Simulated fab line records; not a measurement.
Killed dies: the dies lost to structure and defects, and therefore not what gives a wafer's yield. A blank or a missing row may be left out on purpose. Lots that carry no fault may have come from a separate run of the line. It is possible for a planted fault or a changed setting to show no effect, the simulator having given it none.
A struck lot beside a sound one / flow n5_finfet / 24 steps out of a route of 1938
Sound: wafers L265.1, L265.2, L265.6. Wafers L256.1, L256.5, L256.6 were the ones struck. The cause is named last.
Each step with rows lists, per side, the tool, then ch with its chambers, then its first start. Under that, the readings that differ: sound wafers / struck wafers / difference of the means / sigmas: that difference in standard deviations of wafers without a fault.
alike: a reading whose means differ by less than 2 such deviations, as well as words and numbers matching on both sides. not compared: withheld readings; readings where some wafer has no value; bounds like >300 that might hide an equal value; numbers whose values overlap and for which the record gives no deviation.
Wherever a step has rows on one side only, a row that says differs or no value, or a row with sigmas, the two part there. Non-overlapping numbers with no deviation appear without sigmas and do not part them. A reading that every wafer of one side lacks parts them only if that side has two wafers or more.

first, 11 steps without rows for these wafers: N5_BEOL_M6_ETCH_62 (etches SOC in N2/H2, target depth 110 nm, overetch 22 nm, time 165 s); N5_BEOL_M6_STRIP_68 (strips in N2/H2); N5_BEOL_M6_STRIP_67 (strips in CF4); N5_BEOL_M6_HM_OPEN_17 (chemistry Cl2/BCl3, target TiN, target depth 20 nm, overetch 6 nm); N5_BEOL_M6_STRIP_19 (strips in O2); N5_BEOL_M6_COAT_63 (time 60 s, resist thk 60 nm); N5_BEOL_M6_COAT_64 (time 60 s, resist thk 12 nm); N5_BEOL_M6_COAT_71 (time 60 s, resist thk 5 nm); N5_BEOL_M6_COAT_22 (resist thk 30 nm); N5_BEOL_M6_EBR_24; N5_BEOL_M6_SOFTBAKE_23 (time 60 s).
N5_BEOL_M6_EXPOSE_25: exposes mask V5, target cd 40 nm.
  sound on euv_scanner-01 ch 0, day 14 17:10; struck on euv_scanner-02 ch 0, day 13 00:12
reading=exposure_dose_mJ_cm2; sound=45.37 45.41 45.37; struck=46.16 46.12 46.26; difference=+0.80; sigmas=+4
  alike: mask
then, 2 steps without rows for these wafers: N5_BEOL_M6_PEB_26 (peb time 60 s); N5_BEOL_M6_DEVELOP_27 (develop time 30 s).
N5_BEOL_M6_CD_MEAS_28 targets a cd of 40 nm.
  sound on cd_sem-01 ch 0, day 14 17:17; struck on cd_sem-01 ch 0, day 13 00:20
  alike: cd_nm
N5_BEOL_M6_DESCUM_33: chemistry O2, time 7 s.
  sound on rie_diel-01 ch 1,3, day 14 17:25; struck on rie_diel-01 ch 0,1,3, day 13 00:36
reading=model.BEOL_M6.cd_nm (nm); sound=40.2 40.2 40; struck=40.6 40.4 40.6; difference=+0.4; sigmas=
  alike: drypump_motor_current_A, oes_product_au, rf_vpp_V, showerhead_plenum_p_Torr, throttle_valve_pct
  not compared: rf_hours_counter_h
then, 5 steps without rows for these wafers: N5_BEOL_M6_ETCH_72 (etches underlayer in N2/H2, target depth 6.5 nm, time 5.2 s); N5_BEOL_M6_ETCH_65 (etches SiARC in CF4, target depth 15.6 nm, time 26 s); N5_BEOL_M6_ETCH_66 (etches SOC in N2/H2, target depth 80 nm, overetch 16 nm, time 120 s); N5_BEOL_M6_STRIP_69 (strips in N2/H2); N5_BEOL_M6_STRIP_73 (strips in N2/H2).
N5_BEOL_M6_VIA_ETCH_34: etches SiCOH lowk in C4F6/O2, target depth 126.3 nm, time 50.9 s.
  sound on rie_diel-01 ch 1,3, day 14 17:35; struck on rie_diel-01 ch 0,1,3, day 13 00:47
reading=model.BEOL_M6.cd_nm (nm); sound=40 40 40; struck=40.4 40.2 40.8; difference=+0.5; sigmas=
  alike: drypump_motor_current_A, oes_product_au, rf_vpp_V, showerhead_plenum_p_Torr, throttle_valve_pct
  not compared: rf_hours_counter_h
then, 2 steps without rows for these wafers: N5_BEOL_M6_STRIP_76 (strips in C4F6/O2); N5_PASSIVATION_PROBE_49.

WHERE THEY PART
Only at N5_BEOL_M6_EXPOSE_25, within this record. Later steps at which nothing parts them and some readings are alike: N5_BEOL_M6_CD_MEAS_28, N5_BEOL_M6_DESCUM_33, N5_BEOL_M6_VIA_ETCH_34.

WHY: what had been put in by the simulator
Process parameter drift: euv_scanner-02, from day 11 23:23 on, at N5_BEOL_M6_EXPOSE_25. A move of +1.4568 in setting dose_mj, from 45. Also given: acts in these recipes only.
